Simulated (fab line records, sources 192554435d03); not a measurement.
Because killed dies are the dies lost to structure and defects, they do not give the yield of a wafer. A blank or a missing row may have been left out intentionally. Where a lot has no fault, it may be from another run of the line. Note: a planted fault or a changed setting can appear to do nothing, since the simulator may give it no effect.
A single fault, viewed from 3 desks    flow n5 finfet    each desk has only its own numbers; what lay behind them comes last

## DESK OF THE TOOL OWNER: rie diel-05
The tool's own readings at N5_BEOL_M12_ETCH_59 (etches BARC in N2/H2, target depth 89 nm, overetch 26.7 nm, time 67.9 s): means of the sampled wafers that have a number, for each lot that ran on this tool. If a lot's mean is further than 4 standard deviations from the usual mean, the lot is out of limits and carries the mark OUT (the distance appears in the brackets).
Columns: A = bias w at N5_BEOL_M12_ETCH_59, usual 149.9 W; B = chamber pressure mTorr at N5_BEOL_M12_ETCH_59, usual 30.000 mTorr; C = drypump motor current A at N5_BEOL_M12_ETCH_59, usual 5.5 A; D = oes product au at N5_BEOL_M12_ETCH_59, usual 0.67 a.u.; E = rf vpp V at N5_BEOL_M12_ETCH_59, usual 525.3 V; F = showerhead plenum p Torr at N5_BEOL_M12_ETCH_59, usual 2.60 Torr; G = throttle valve pct at N5_BEOL_M12_ETCH_59, usual 18.03 %
lot   first seen here  A                B       C    D     E                F     G
L843  day 12 22:44     150.2            30.025  4.9  0.68  525.6            2.60  18.01
L853  day 13 15:01     137.6 (-26) OUT  30.013  5.5  0.68  494.8 (-12) OUT  2.52  18.04
This desk's verdict: out of limits on L853, starting with L853 at day 13 15:01 (bias w at N5_BEOL_M12_ETCH_59). Within limits: L843.

## THE DEFECT DESK
Per lot, the means of the sampled wafers with a number show what the inspections along the route counted. If a lot's mean is further than 4 standard deviations from the usual mean, the lot is out of limits and carries the mark OUT (the distance appears in the brackets).
Columns: A = raw defect count at N5_BEOL_M12_INSPECT_12, usual 2.0
lot   first seen here  A
L849  day 12 20:23     2.0
L843  day 12 22:26     3.7
L853  day 13 14:57     0.7
L858  day 15 12:55     2.3
L860  day 15 21:29     1.7
This desk's finding: nothing out of limits on any of the 5 lots.

## METROLOGY DESK
What the gauges read for every lot (on any tool): the sampled wafers with a number, averaged. If a lot's mean is further than 4 standard deviations from the usual mean, the lot is out of limits and carries the mark OUT (the distance appears in the brackets).
Columns: A = cd nm at N5_BEOL_M12_CD_MEAS_10, usual 142.0 nm; B = V11_OVL at N5_BEOL_M12_OVL_MEAS_11, usual 2 nm
lot   first seen here  A      B
L849  day 12 20:20     140.0  3
L843  day 12 22:23     139.7  -1
L853  day 13 14:54     141.0  -2
L858  day 15 12:52     143.1  7
L860  day 15 21:26     142.1  6
This desk's finding: nothing out of limits on any of the 5 lots.

## BROUGHT TOGETHER
On L853, at day 13 15:01, an alarm was possible from the tool owner's desk.
The defect desk saw nothing out of limits.
Metrology desk: nothing out of limits seen.
The defect desk has L853 on record, within its limits.
The metrology desk has L853 on record, within its limits.
Of the lots named, all ran N5_BEOL_M12_ETCH_59 on rie diel-05.

## WHAT THE SIMULATOR HAD PUT IN
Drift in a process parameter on rie diel-05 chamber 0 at N5_BEOL_M12_ETCH_59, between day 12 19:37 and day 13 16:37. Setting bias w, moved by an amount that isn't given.
Shown lots that were struck: L853.
Each desk's first reading out of limits, in hours after the fault started: the tool owner's desk, 19.
